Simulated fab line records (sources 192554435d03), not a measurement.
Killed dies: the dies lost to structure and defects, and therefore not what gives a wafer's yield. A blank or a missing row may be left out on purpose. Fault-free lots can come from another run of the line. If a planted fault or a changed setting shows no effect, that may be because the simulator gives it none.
fab line records	flow n5_finfet
record lots=24	wafers=72	last_day=17
route steps=1938 shown BEOL_M9@1435 BEOL_M10@1470
lots that met no fault: from a run of the same line without faults
start_h: hours from the record's opening day to when the first of the lot's shown wafers began	wait_h: time in hours since the lot's previous step	" as in the row above	L1.1+2: a row that stands for several wafers	- no value present, or no start provided	* or withheld: withheld	< > ~ a bound
route shown NAME@n: NAME is a module with steps in the file, n the number in the route of the first one	usual: mean and standard deviation over wafers with no fault	same: alike in all rows	chamber/n: place in a boat	sites: readings site by site	_std_site: standard deviation of those values	_edge_site: outer sites' mean less inner sites'	radius_mm: how far each site lies from the wafer's centre	mask NAME#n: copy n	behind: the tool/chamber that last shaped the wafer	hold: the reason the lot was held/the length of the hold in hours/how it ended	device: the n, p or np transistor that did not switch	end of line: the route-end tests of the same wafers	a step without rows: its recipe alone	killed: count of dies lost to structure and defects at first sort (not the wafer's yield)	map: shows each die of a wafer: x if killed, . if not, _ if none is there
set.NAME: setting as actually run; set.NAME@STEP: the setting as run at that earlier step	model.NAME: the simulator's own value behind a step, which no gauge read
the route's steps for a sample of lots (tables are steps, rows are wafers)
services: a tool's chamber out of use, with start hour (start_h, from the record's first day; less than 0 if before it), hours out, and reason
## steps
# step N5_BEOL_M9_OVL_MEAS_29
# recipe points_per_wafer=522
# usual V8_OVL=0.2/0.64
lot.wafer	tool	chamber	start_h	wait_h	V8_OVL[nm]
L074.1	overlay-02	0	197.30	0.0	-0.1
L074.2	"	0	"	"	0.0
L074.4	"	0	"	"	-0.3
L076.1	overlay-01	0	214.20	0.0	0.3
L076.2	"	0	"	"	0.1
L076.4	"	0	"	"	-0.2
L075.3	overlay-01	0	218.09	0.0	-0.4
L075.4	"	0	"	"	-0.1
L075.6	"	0	"	"	0.3
L077.1	overlay-01	0	226.60	0.0	0.3
L077.2	"	0	"	"	0.1
L077.5	"	0	"	"	-0.1
L078.2	overlay-02	0	230.13	0.0	0.7
L078.3	"	0	"	"	0.6
L078.5	"	0	"	"	1.3
L079.1	overlay-01	0	236.82	0.0	0.5
L079.2	"	0	"	"	0.0
L079.6	"	0	"	"	-0.4
L080.1	overlay-01	0	242.43	0.0	0.7
L080.2	"	0	"	"	0.2
L080.4	"	0	"	"	0.6
L081.2	overlay-01	0	242.67	0.0	-0.9
L081.3	"	0	"	"	-0.5
L081.6	"	0	"	"	-0.1
L082.1	overlay-02	0	248.71	0.0	-0.4
L082.2	"	0	"	"	-1.0
L082.6	"	0	"	"	-0.6
L083.1	overlay-01	0	253.31	0.0	0.2
L083.2	"	0	"	"	0.4
L083.5	"	0	"	"	-0.2
L084.2	overlay-01	0	264.68	0.0	-0.3
L084.4	"	0	"	"	0.1
L084.5	"	0	"	"	-1.0
L085.1	overlay-01	0	268.68	0.0	0.2
L085.3	"	0	"	"	-0.1
L085.5	"	0	"	"	0.7
L086.1	overlay-01	0	273.08	0.0	-1.4
L086.4	"	0	"	"	-0.6
L086.5	"	0	"	"	-0.7
L087.1	overlay-01	0	287.19	0.0	0.7
L087.4	"	0	"	"	0.8
L087.5	"	0	"	"	1.5
L089.3	overlay-01	0	291.18	0.0	1.3
L089.4	"	0	"	"	-0.2
L089.6	"	0	"	"	0.2
L088.1	overlay-01	0	295.79	0.0	0.7
L088.3	"	0	"	"	0.4
L088.6	"	0	"	"	1.4
L091.2	overlay-01	0	305.20	0.0	-0.4
L091.3	"	0	"	"	0.0
L091.5	"	0	"	"	0.4
L090.4	overlay-01	0	305.68	0.0	0.9
L090.5	"	0	"	"	0.2
L090.6	"	0	"	"	1.2
L092.2	overlay-01	0	313.02	0.0	0.0
L092.4	"	0	"	"	-1.3
L092.5	"	0	"	"	-0.4
L093.1	overlay-02	0	321.69	0.0	0.2
L093.5	"	0	"	"	-0.2
L093.6	"	0	"	"	0.8
L094.2	overlay-02	0	331.98	0.0	0.3
L094.4	"	0	"	"	0.5
L094.6	"	0	"	"	0.6
L095.1	overlay-01	0	335.71	0.0	0.1
L095.3	"	0	"	"	0.6
L095.5	"	0	"	"	0.0
L096.2	overlay-02	0	346.06	0.1	1.2
L096.4	"	0	"	"	0.8
L096.6	"	0	"	"	1.6
L097.2	overlay-02	0	346.13	0.1	0.0
L097.3	"	0	"	"	-0.1
L097.4	"	0	"	"	-0.1
# step N5_BEOL_M9_ETCH_41
# recipe chemistry=CH3F/O2	target=SiCN	target_depth_a=366	taper_deg=2	time_s=70.1	ion_energy_ev=120	mask_material=TiN	pressure_mtorr=30	source_w=395	bias_w=75	Ar_flow_sccm=150	CH3F_flow_sccm=30	O2_flow_sccm=20
# usual O2_flow_sccm=20.00/0.063	bias_w=75.01/0.24	drypump_motor_current_A=5.5/0.41	oes_product_au=0.78/0.068	rf_vpp_V=297.4/1.6	showerhead_plenum_p_Torr=2.00/0.072	throttle_valve_pct=16.25/0.16
lot.wafer	tool	chamber	start_h	wait_h	O2_flow_sccm	bias_w	drypump_motor_current_A	oes_product_au	rf_hours_counter_h	rf_vpp_V	showerhead_plenum_p_Torr	throttle_valve_pct
L074.1	rie_diel-06	1	-	-	20.11	75.11	4.7	0.67	238	295.6	1.97	16.44
L074.2	"	0	"	"	20.04	74.83	5.7	0.93	19	298.9	2.04	16.03
L074.4	"	2	"	"	19.97	75.17	5.4	0.82	95	299.5	2.10	16.18
L076.1	rie_diel-06	1	-	-	20.13	74.89	4.7	0.67	243	296.9	1.96	16.44
L076.2	"	0	"	"	19.98	75.34	5.7	0.92	24	297.8	2.04	16.03
L076.4	"	3	"	"	20.02	75.28	5.9	0.79	150	294.0	1.85	16.07
L075.3	rie_diel-06	0	-	-	20.10	75.30	5.6	0.93	25	298.0	2.04	16.03
L075.4	"	3	"	"	19.96	74.77	5.9	0.77	151	294.1	1.85	16.05
L075.6	"	0	"	"	19.99	75.47	5.7	0.92	-	298.1	2.04	16.03
L077.1	rie_diel-05	2	-	-	20.00	75.31	5.1	0.82	80	299.8	2.10	16.11
L077.2	"	0	"	"	20.03	74.66	6.0	0.81	83	298.3	2.01	16.20
L077.5	"	0	"	"	20.11	75.10	6.0	0.82	-	296.0	2.01	16.20
L078.2	rie_diel-02	3	-	-	19.96	75.21	5.5	0.73	164	298.4	2.08	16.34
L078.3	"	0	"	"	20.13	74.93	5.0	0.74	185	296.5	2.00	16.40
L078.5	"	0	"	"	20.01	75.20	5.0	0.74	-	297.9	2.00	16.39
L079.1	rie_diel-02	3	-	-	19.95	75.05	5.4	0.73	166	298.7	2.08	16.34
L079.2	"	2	"	"	19.99	74.86	5.9	0.70	217	298.0	1.97	16.48
L079.6	"	2	"	"	19.94	74.95	5.9	0.70	-	296.6	1.97	16.46
L080.1	rie_diel-02	2	-	-	20.04	75.17	5.9	0.70	218	296.4	1.97	16.47
L080.2	"	0	"	"	19.90	75.23	5.0	0.72	189	297.5	2.00	16.40
L080.4	"	1	"	"	20.02	75.15	6.0	0.75	165	295.9	1.92	16.14
L081.2	rie_diel-05	3	-	-	19.89	75.32	5.2	0.81	64	297.8	2.03	16.19
L081.3	"	1	"	"	20.01	74.86	5.8	0.84	58	299.3	2.05	16.42
L081.6	"	2	"	"	20.02	74.74	5.1	0.82	-	298.8	2.10	16.11
L082.1	rie_diel-02	2	-	-	19.97	74.88	5.9	0.70	221	296.7	1.97	16.47
L082.2	"	3	"	"	20.18	75.51	5.5	0.72	170	298.9	2.07	16.35
L082.6	"	0	"	"	20.09	75.14	5.0	0.73	-	296.9	2.00	16.41
L083.1	rie_diel-06	3	-	-	19.87	75.05	5.9	0.76	163	294.4	1.84	16.08
L083.2	"	0	"	"	19.97	74.94	5.6	0.89	38	298.1	2.03	16.07
L083.5	"	3	"	"	19.93	75.13	5.9	0.77	-	293.5	1.84	16.08
L084.2	rie_diel-02	3	-	-	20.02	75.65	5.5	0.72	175	300.1	2.07	16.35
L084.4	"	0	"	"	19.91	75.27	5.0	0.72	196	297.9	2.00	16.42
L084.5	"	2	"	"	20.15	74.79	5.9	0.70	-	297.7	1.96	16.47
L085.1	rie_diel-02	3	-	-	20.03	74.89	5.5	0.71	176	299.5	2.07	16.36
L085.3	"	0	"	"	19.96	75.29	5.1	0.72	198	296.2	2.00	16.41
L085.5	"	0	"	"	20.02	75.16	5.0	0.72	-	297.5	2.00	16.44
L086.1	rie_diel-02	3	-	-	19.89	74.94	5.4	0.72	177	299.9	2.07	16.37
L086.4	"	2	"	"	20.03	74.55	5.9	0.70	229	297.7	1.96	16.48
L086.5	"	2	"	"	20.03	74.87	5.9	0.70	-	295.7	1.96	16.49
L087.1	rie_diel-05	0	-	-	20.10	74.88	6.0	0.80	101	298.6	2.01	16.25
L087.4	"	1	"	"	20.07	75.07	5.8	0.84	72	296.9	2.05	16.41
L087.5	"	2	"	"	20.05	75.09	5.1	0.80	-	300.1	2.09	16.13
L089.3	rie_diel-02	2	-	-	20.08	75.23	5.9	0.69	236	297.4	1.96	16.49
L089.4	"	0	"	"	19.98	75.07	5.0	0.72	205	296.9	2.00	16.44
L089.6	"	3	"	"	20.01	75.05	5.5	0.71	-	298.9	2.07	16.37
L088.1	rie_diel-06	0	-	-	19.99	74.68	5.7	0.87	52	299.0	2.03	16.08
L088.3	"	2	"	"	19.93	74.92	5.4	0.79	128	298.8	2.09	16.24
L088.6	"	1	"	"	20.09	74.75	4.7	0.91	-	294.1	1.96	15.98
L091.2	rie_diel-06	1	-	-	19.90	74.82	4.7	0.92	14	296.6	1.96	16.00
L091.3	"	2	"	"	19.90	74.86	5.4	0.80	130	299.5	2.09	16.26
L091.5	"	0	"	"	19.90	74.84	5.7	0.86	-	298.0	2.03	16.09
L090.4	rie_diel-06	0	-	-	19.88	75.41	5.6	0.85	55	297.7	2.03	16.09
L090.5	"	0	"	"	19.92	75.33	5.6	0.86	-	298.3	2.03	16.12
L090.6	"	3	"	"	20.02	74.67	5.9	0.75	-	294.9	1.84	16.11
L092.2	rie_diel-02	3	-	-	20.02	75.01	5.5	0.71	189	300.5	2.07	16.39
L092.4	"	0	"	"	20.00	75.63	5.0	0.71	211	297.2	1.99	16.46
L092.5	"	0	"	"	20.04	74.87	5.1	0.72	-	295.8	1.99	16.45
L093.1	rie_diel-02	0	-	-	20.00	74.67	5.0	0.72	213	296.8	1.99	16.46
L093.5	"	2	"	"	19.98	75.30	5.9	0.68	-	296.9	1.96	16.52
L093.6	"	3	"	"	20.03	74.75	5.4	0.71	-	298.6	2.07	16.39
L094.2	rie_diel-05	0	-	-	20.02	74.99	6.0	0.79	116	297.9	2.00	16.25
L094.4	"	2	"	"	19.91	74.86	5.1	0.79	111	299.3	2.09	16.15
L094.6	"	2	"	"	19.87	74.52	5.1	0.80	-	297.8	2.09	16.16
L095.1	rie_diel-06	0	-	-	19.94	74.54	5.7	0.86	63	298.4	2.03	16.11
L095.3	"	1	"	"	20.00	74.73	4.7	0.88	22	296.1	1.95	16.00
L095.5	"	1	"	"	19.96	74.80	4.7	0.88	-	297.5	1.95	16.01
L096.2	rie_diel-05	0	-	-	19.94	74.91	6.0	0.78	120	297.7	2.00	16.28
L096.4	"	2	"	"	20.02	74.90	5.1	0.79	115	299.3	2.09	16.16
L096.6	"	3	"	"	19.97	75.02	5.1	0.79	-	296.8	2.02	16.24
L097.2	rie_diel-06	2	-	-	19.97	74.73	5.4	0.77	143	297.6	2.08	16.26
L097.3	"	1	"	"	19.97	74.89	4.7	0.88	26	295.4	1.95	16.00
L097.4	"	3	"	"	19.98	75.22	5.9	0.76	186	293.8	1.83	16.11
# step N5_BEOL_M9_ALD_74
# recipe material=TaN	target_thk_a=20	temp_c=275	ald_precursor_family=PDMAT	ald_co_reactant=NH3	pressure_torr=3	carrier_flow_sccm=1500	pulse_time_s=2	purge_time_s=3	co_reactant_purge_time_s=2	co_reactant_pulse_time_s=3	ald_cycles=40	precursor_vessel_temp_c=75	precursor_vessel_pressure_torr=26.25	precursor_vessel_carrier_sccm=1000
# usual heater_power_w=433/55	susceptor_temp_C=275.01/0.19
lot.wafer	tool	chamber	start_h	wait_h	heater_power_w	susceptor_temp_C
L074.1	ald_metal-04	2	199.80	0.1	428	275.22
L074.2	"	0	"	"	490	275.19
L074.4	"	1	"	"	495	275.30
L076.1	ald_metal-01	0	215.85	0.0	401	275.13
L076.2	"	2	"	"	414	275.02
L076.4	"	3	"	"	437	274.75
L075.3	ald_metal-03	0	219.38	0.0	465	275.30
L075.4	"	2	"	"	506	275.28
L075.6	"	2	"	"	523	275.37
L077.1	ald_metal-03	1	227.83	0.1	407	274.95
L077.2	"	2	"	"	527	275.30
L077.5	"	3	"	"	406	275.38
L078.2	ald_metal-03	2	231.30	0.0	525	274.91
L078.3	"	3	"	"	401	274.75
L078.5	"	2	"	"	523	275.19
L079.1	ald_metal-01	0	238.47	0.1	399	274.98
L079.2	"	1	"	"	347	275.07
L079.6	"	2	"	"	413	274.95
L080.1	ald_metal-03	3	243.87	0.1	401	275.05
L080.2	"	2	"	"	524	275.15
L080.4	"	1	"	"	403	274.92
L081.2	ald_metal-04	2	243.92	0.0	419	275.25
L081.3	"	3	"	"	357	274.97
L081.6	"	0	"	"	490	274.83
L082.1	ald_metal-01	3	250.54	0.0	424	275.15
L082.2	"	2	"	"	414	274.62
L082.6	"	3	"	"	431	275.25
L083.1	ald_metal-01	2	254.93	0.0	405	274.77
L083.2	"	3	"	"	444	274.80
L083.5	"	2	"	"	420	274.97
L084.2	ald_metal-04	3	266.02	0.1	348	275.31
L084.4	"	2	"	"	412	274.85
L084.5	"	0	"	"	507	275.10
L085.1	ald_metal-01	0	270.25	0.3	401	274.83
L085.3	"	2	"	"	407	274.79
L085.5	"	3	"	"	429	274.82
L086.1	ald_metal-04	3	274.30	0.1	361	275.13
L086.4	"	0	"	"	480	275.19
L086.5	"	0	"	"	508	275.08
L087.1	ald_metal-04	0	288.49	0.0	486	274.76
L087.4	"	2	"	"	414	275.04
L087.5	"	2	"	"	430	275.16
L089.3	ald_metal-04	1	292.48	0.0	507	275.09
L089.4	"	0	"	"	508	275.08
L089.6	"	2	"	"	415	275.12
L088.1	ald_metal-03	1	297.17	0.0	404	274.94
L088.3	"	0	"	"	456	275.34
L088.6	"	0	"	"	465	275.26
L091.2	ald_metal-01	3	306.72	0.1	432	275.25
L091.3	"	0	"	"	397	275.08
L091.5	"	1	"	"	342	275.28
L090.4	ald_metal-03	1	307.22	0.2	402	275.04
L090.5	"	2	"	"	519	275.18
L090.6	"	1	"	"	407	275.12
L092.2	ald_metal-01	3	314.30	0.0	442	274.97
L092.4	"	0	"	"	411	275.21
L092.5	"	1	"	"	342	274.61
L093.1	ald_metal-04	0	324.92	0.0	501	275.00
L093.5	"	1	"	"	495	274.92
L093.6	"	2	"	"	425	275.10
L094.2	ald_metal-04	2	333.43	0.0	419	275.20
L094.4	"	1	"	"	507	275.04
L094.6	"	2	"	"	425	274.60
L095.1	ald_metal-04	3	337.25	0.1	355	275.05
L095.3	"	0	"	"	489	275.13
L095.5	"	2	"	"	410	274.68
L096.2	ald_metal-04	2	347.43	0.1	426	275.26
L096.4	"	0	"	"	505	275.07
L096.6	"	0	"	"	485	275.00
L097.2	ald_metal-04	2	347.74	0.0	415	275.23
L097.3	"	3	"	"	350	274.48
L097.4	"	1	"	"	507	275.06
# step N5_BEOL_M9_SPUTTER_48
# recipe material=Cu	target_thk_a=120	temp_c=-20	bias_v=60	power_w=26000	chamber_pressure_pa=0.13	time_s=2
# usual chuck_gas_flow_sccm=1.26/0.05	susceptor_temp_C=-20.01/0.099	throttle_valve_pct=29.8/0.9
lot.wafer	tool	chamber	start_h	wait_h	chuck_gas_flow_sccm	susceptor_temp_C	throttle_valve_pct
L074.1	pvd_sputter-01	-	200.40	0.1	1.20	-20.09	30.0
L074.2	"	-	"	"	1.24	-19.85	28.5
L074.4	"	-	"	"	1.30	-20.04	30.7
L076.1	pvd_sputter-02	-	216.41	0.1	1.27	-19.89	31.1
L076.2	"	-	"	"	1.28	-20.16	29.7
L076.4	"	-	"	"	1.19	-20.12	29.1
L075.3	pvd_sputter-01	-	220.14	0.1	1.22	-20.08	28.6
L075.4	"	-	"	"	1.23	-20.07	30.7
L075.6	"	-	"	"	1.37	-19.91	30.2
L077.1	pvd_sputter-01	-	228.52	0.1	1.21	-20.03	30.2
L077.2	"	-	"	"	1.23	-19.91	28.6
L077.5	"	-	"	"	1.20	-20.02	30.5
L078.2	pvd_sputter-01	-	233.90	1.8	1.31	-20.07	30.4
L078.3	"	-	"	"	1.27	-19.94	30.7
L078.5	"	-	"	"	1.24	-20.13	28.3
L079.1	pvd_sputter-01	-	240.71	1.5	1.18	-20.10	30.3
L079.2	"	-	"	"	1.28	-20.13	30.6
L079.6	"	-	"	"	1.25	-20.09	30.3
L080.1	pvd_sputter-01	-	244.43	0.2	1.21	-20.00	28.9
L080.2	"	-	"	"	1.24	-19.96	30.1
L080.4	"	-	"	"	1.24	-19.98	30.1
L081.2	pvd_sputter-02	-	244.45	0.1	1.24	-20.03	29.9
L081.3	"	-	"	"	1.29	-19.94	28.9
L081.6	"	-	"	"	1.27	-19.96	29.1
L082.1	pvd_sputter-01	-	251.08	0.1	1.24	-20.11	30.8
L082.2	"	-	"	"	1.24	-20.20	28.7
L082.6	"	-	"	"	1.23	-20.03	30.5
L083.1	pvd_sputter-03	-	255.65	0.2	1.22	-19.98	27.6
L083.2	"	-	"	"	1.26	-19.93	29.8
L083.5	"	-	"	"	1.36	-20.05	30.5
L084.2	pvd_sputter-03	-	266.68	0.2	1.28	-20.10	29.6
L084.4	"	-	"	"	1.29	-20.16	27.5
L084.5	"	-	"	"	1.23	-20.04	29.8
L085.1	pvd_sputter-02	-	270.82	0.2	1.24	-20.15	29.0
L085.3	"	-	"	"	1.26	-20.05	29.2
L085.5	"	-	"	"	1.31	-20.02	29.7
L086.1	pvd_sputter-02	-	274.90	0.1	1.20	-20.29	31.2
L086.4	"	-	"	"	1.27	-20.10	28.9
L086.5	"	-	"	"	1.22	-20.10	30.9
L087.1	pvd_sputter-02	-	289.10	0.1	1.29	-19.85	29.9
L087.4	"	-	"	"	1.22	-19.99	28.8
L087.5	"	-	"	"	1.28	-19.99	31.1
L089.3	pvd_sputter-02	-	293.35	0.3	1.36	-20.01	28.5
L089.4	"	-	"	"	1.35	-20.17	31.1
L089.6	"	-	"	"	1.31	-20.00	31.0
L088.1	pvd_sputter-01	-	297.69	0.1	1.28	-19.96	30.3
L088.3	"	-	"	"	1.26	-19.99	28.8
L088.6	"	-	"	"	1.35	-20.01	30.6
L091.2	pvd_sputter-01	-	307.68	0.3	1.15	-20.03	29.8
L091.3	"	-	"	"	1.25	-20.00	28.7
L091.5	"	-	"	"	1.23	-20.13	28.6
L090.4	pvd_sputter-01	-	308.06	0.1	1.23	-19.84	30.1
L090.5	"	-	"	"	1.28	-20.03	30.5
L090.6	"	-	"	"	1.26	-19.79	30.3
L092.2	pvd_sputter-03	-	314.88	0.1	1.28	-20.05	29.7
L092.4	"	-	"	"	1.22	-19.97	27.5
L092.5	"	-	"	"	1.22	-20.09	29.5
L093.1	pvd_sputter-02	-	325.44	0.1	1.30	-19.90	29.2
L093.5	"	-	"	"	1.33	-19.88	29.2
L093.6	"	-	"	"	1.25	-19.90	31.1
L094.2	pvd_sputter-01	-	334.33	0.2	1.30	-19.87	30.7
L094.4	"	-	"	"	1.24	-19.80	30.7
L094.6	"	-	"	"	1.23	-20.00	30.2
L095.1	pvd_sputter-03	-	338.05	0.1	1.16	-20.11	30.5
L095.3	"	-	"	"	1.27	-20.03	27.7
L095.5	"	-	"	"	1.34	-20.00	30.0
L096.2	pvd_sputter-03	-	348.78	0.1	1.26	-20.07	29.6
L096.4	"	-	"	"	1.20	-20.01	30.4
L096.6	"	-	"	"	1.22	-19.88	29.6
L097.2	pvd_sputter-03	-	349.28	0.4	1.29	-19.94	30.7
L097.3	"	-	"	"	1.22	-20.11	29.8
L097.4	"	-	"	"	1.21	-20.15	29.7
# step N5_BEOL_M10_ILD_DEP_00
# recipe material=SiCOH_lowk	target_thk_a=3085.1	temp_c=300	precursor=DEMS/porogen	pressure_torr=5	rf_w=500	time_s=58
# usual heater_power_w=283/38	showerhead_plenum_p_Torr=5.738/0.016	susceptor_temp_C=300.00/0.18	throttle_valve_pct=14.3/0.79
lot.wafer	tool	chamber	start_h	wait_h	heater_power_w	showerhead_plenum_p_Torr	susceptor_temp_C	throttle_valve_pct
L074.1	pecvd-04	2	201.49	0.0	230	5.723	299.94	13.8
L074.2	"	1	"	"	317	5.728	299.82	15.3
L074.4	"	1	"	"	317	5.739	299.97	15.5
L076.1	pecvd-03	1	217.44	0.0	300	5.747	300.23	14.4
L076.2	"	2	"	"	236	5.745	299.85	13.1
L076.4	"	0	"	"	321	5.749	299.70	14.0
L075.3	pecvd-03	1	221.53	0.0	295	5.748	299.73	14.5
L075.4	"	0	"	"	281	5.742	300.03	14.2
L075.6	"	2	"	"	236	5.749	300.20	13.5
L077.1	pecvd-04	2	230.08	0.0	273	5.704	299.64	13.3
L077.2	"	0	"	"	227	5.742	300.12	14.5
L077.5	"	2	"	"	275	5.711	299.57	13.6
L078.2	pecvd-01	1	234.92	0.0	378	5.790	299.92	16.2
L078.3	"	2	"	"	267	5.725	299.86	13.7
L078.5	"	1	"	"	291	5.778	300.11	16.3
L079.1	pecvd-04	2	241.92	0.0	280	5.732	299.70	13.5
L079.2	"	0	"	"	247	5.733	300.19	14.6
L079.6	"	0	"	"	254	5.749	300.04	14.7
L080.1	pecvd-04	2	245.47	0.0	290	5.719	299.91	13.5
L080.2	"	1	"	"	293	5.724	299.93	15.5
L080.4	"	2	"	"	296	5.726	300.21	13.6
L081.2	pecvd-03	0	245.65	0.0	306	5.738	299.75	14.1
L081.3	"	1	"	"	283	5.729	299.85	14.6
L081.6	"	0	"	"	320	5.760	300.18	14.0
L082.1	pecvd-04	2	252.44	0.0	280	5.704	299.78	13.6
L082.2	"	0	"	"	242	5.737	300.28	14.5
L082.6	"	0	"	"	251	5.743	300.11	14.6
L083.1	pecvd-03	2	256.67	0.0	257	5.749	300.11	13.4
L083.2	"	1	"	"	272	5.755	300.09	14.7
L083.5	"	0	"	"	251	5.755	300.27	14.0
L084.2	pecvd-04	2	267.74	0.0	278	5.733	299.79	14.0
L084.4	"	1	"	"	303	5.728	299.84	15.3
L084.5	"	2	"	"	285	5.701	300.07	13.6
L085.1	pecvd-03	0	271.87	0.0	304	5.748	300.07	14.0
L085.3	"	2	"	"	244	5.747	300.10	13.3
L085.5	"	0	"	"	320	5.751	299.91	14.2
L086.1	pecvd-01	0	276.50	0.0	182	5.718	300.15	13.8
L086.4	"	0	"	"	192	5.723	299.67	13.8
L086.5	"	1	"	"	376	5.768	299.86	16.4
L087.1	pecvd-03	1	290.38	0.0	309	5.749	300.04	14.6
L087.4	"	2	"	"	236	5.742	300.07	13.4
L087.5	"	1	"	"	319	5.748	299.89	14.6
L089.3	pecvd-04	1	294.51	0.0	309	5.740	299.99	15.3
L089.4	"	1	"	"	320	5.716	299.95	15.2
L089.6	"	0	"	"	277	5.751	299.91	14.6
L088.1	pecvd-04	1	298.90	0.0	331	5.735	300.11	15.5
L088.3	"	2	"	"	281	5.709	300.05	13.6
L088.6	"	1	"	"	326	5.727	300.03	15.4
L091.2	pecvd-03	2	308.78	0.0	208	5.751	299.80	13.4
L091.3	"	1	"	"	300	5.753	299.98	14.4
L091.5	"	1	"	"	307	5.759	300.14	14.5
L090.4	pecvd-01	1	309.11	0.1	374	5.755	299.69	16.3
L090.5	"	2	"	"	277	5.735	300.46	13.6
L090.6	"	0	"	"	225	5.734	300.15	13.7
L092.2	pecvd-04	1	316.17	0.0	328	5.738	299.99	15.5
L092.4	"	1	"	"	319	5.731	300.01	15.3
L092.5	"	0	"	"	263	5.738	300.07	14.3
L093.1	pecvd-04	1	326.45	0.0	326	5.738	299.86	15.5
L093.5	"	2	"	"	226	5.717	300.10	13.5
L093.6	"	0	"	"	278	5.733	299.89	14.8
L094.2	pecvd-04	1	335.37	0.0	309	5.721	300.07	15.4
L094.4	"	1	"	"	312	5.731	299.94	15.4
L094.6	"	2	"	"	270	5.698	299.93	13.6
L095.1	pecvd-03	0	339.07	0.0	319	5.729	299.97	14.2
L095.3	"	2	"	"	257	5.756	299.99	13.3
L095.5	"	2	"	"	196	5.754	300.14	13.4
L096.2	pecvd-03	0	349.96	0.0	316	5.760	299.87	14.2
L096.4	"	1	"	"	318	5.746	299.84	14.4
L096.6	"	0	"	"	315	5.758	299.98	14.3
L097.2	pecvd-03	1	350.37	0.0	313	5.739	300.07	14.7
L097.3	"	0	"	"	315	5.738	300.22	14.2
L097.4	"	2	"	"	230	5.760	299.84	13.9
# step N5_BEOL_M10_THK_MEAS_01
# recipe reads=SiCOH_lowk_of_BEOL_M10_ILD_DEP_00
# usual M10_ILD_THK=268/4.6
lot.wafer	tool	chamber	start_h	wait_h	M10_ILD_THK[nm]
L074.1	film_metro-01	-	202.88	0.8	260
L074.2	"	-	"	"	263
L074.4	"	-	"	"	268
L076.1	film_metro-01	-	218.03	0.4	275
L076.2	"	-	"	"	269
L076.4	"	-	"	"	265
L075.3	film_metro-01	-	222.13	0.3	269
L075.4	"	-	"	"	264
L075.6	"	-	"	"	271
L077.1	film_metro-01	-	230.67	0.4	261
L077.2	"	-	"	"	265
L077.5	"	-	"	"	266
L078.2	film_metro-01	-	235.51	0.4	266
L078.3	"	-	"	"	264
L078.5	"	-	"	"	269
L079.1	film_metro-01	-	242.76	0.4	262
L079.2	"	-	"	"	264
L079.6	"	-	"	"	266
L080.1	film_metro-01	-	246.06	0.4	259
L080.2	"	-	"	"	269
L080.4	"	-	"	"	266
L081.2	film_metro-02	-	246.44	0.4	259
L081.3	"	-	"	"	269
L081.6	"	-	"	"	266
L082.1	film_metro-01	-	253.11	0.4	263
L082.2	"	-	"	"	265
L082.6	"	-	"	"	271
L083.1	film_metro-01	-	257.26	0.4	270
L083.2	"	-	"	"	268
L083.5	"	-	"	"	265
L084.2	film_metro-02	-	268.33	0.4	265
L084.4	"	-	"	"	272
L084.5	"	-	"	"	268
L085.1	film_metro-02	-	272.59	0.6	261
L085.3	"	-	"	"	266
L085.5	"	-	"	"	264
L086.1	film_metro-02	-	277.09	0.4	259
L086.4	"	-	"	"	267
L086.5	"	-	"	"	270
L087.1	film_metro-01	-	290.97	0.4	274
L087.4	"	-	"	"	275
L087.5	"	-	"	"	279
L089.3	film_metro-02	-	295.10	0.3	267
L089.4	"	-	"	"	272
L089.6	"	-	"	"	268
L088.1	film_metro-01	-	299.49	0.4	266
L088.3	"	-	"	"	267
L088.6	"	-	"	"	274
L091.2	film_metro-02	-	309.37	0.4	269
L091.3	"	-	"	"	270
L091.5	"	-	"	"	276
L090.4	film_metro-02	-	309.67	0.2	269
L090.5	"	-	"	"	265
L090.6	"	-	"	"	263
L092.2	film_metro-01	-	316.82	0.4	271
L092.4	"	-	"	"	272
L092.5	"	-	"	"	270
L093.1	film_metro-01	-	327.04	0.4	266
L093.5	"	-	"	"	274
L093.6	"	-	"	"	274
L094.2	film_metro-02	-	335.96	0.4	263
L094.4	"	-	"	"	272
L094.6	"	-	"	"	276
L095.1	film_metro-01	-	340.14	0.8	262
L095.3	"	-	"	"	268
L095.5	"	-	"	"	272
L096.2	film_metro-01	-	350.56	0.4	260
L096.4	"	-	"	"	276
L096.6	"	-	"	"	266
L097.2	film_metro-02	-	350.96	0.4	274
L097.3	"	-	"	"	261
L097.4	"	-	"	"	273
## services
tool	chamber	start_h	hours	kind
ald_metal-01	2	180.97	12.1	repair
pecvd-04	0	198.77	11.6	repair
ald_metal-01	-	206.60	4.3	pm
rie_diel-05	2	208.68	3.8	repair
rie_diel-05	0	221.63	2.8	repair
rie_diel-06	1	237.52	-	clean
ald_metal-01	2	272.07	16.5	repair
rie_diel-06	3	272.94	8.2	repair
pecvd-04	2	287.88	2.1	scheduled_down
ald_metal-03	2	291.81	8.0	repair
rie_diel-05	2	292.50	6.9	repair
ald_metal-01	2	294.85	3.6	repair
pecvd-01	0	296.42	5.3	repair
ald_metal-04	-	315.48	5.0	repair
rie_diel-06	3	335.24	4.3	repair
pvd_sputter-02	-	335.77	2.8	repair
pecvd-04	-	335.80	28.1	pm
ald_metal-03	-	337.64	14.0	pm
pvd_sputter-01	-	342.33	3.2	repair
rie_diel-02	2	345.20	-	clean
rie_diel-02	2	345.20	-	consumable_replace:focus_ring
rie_diel-02	2	345.20	14.0	scheduled_down
rie_diel-02	2	345.20	14.0	vent_cycle
rie_diel-06	1	347.84	8.6	repair
## key
fault none
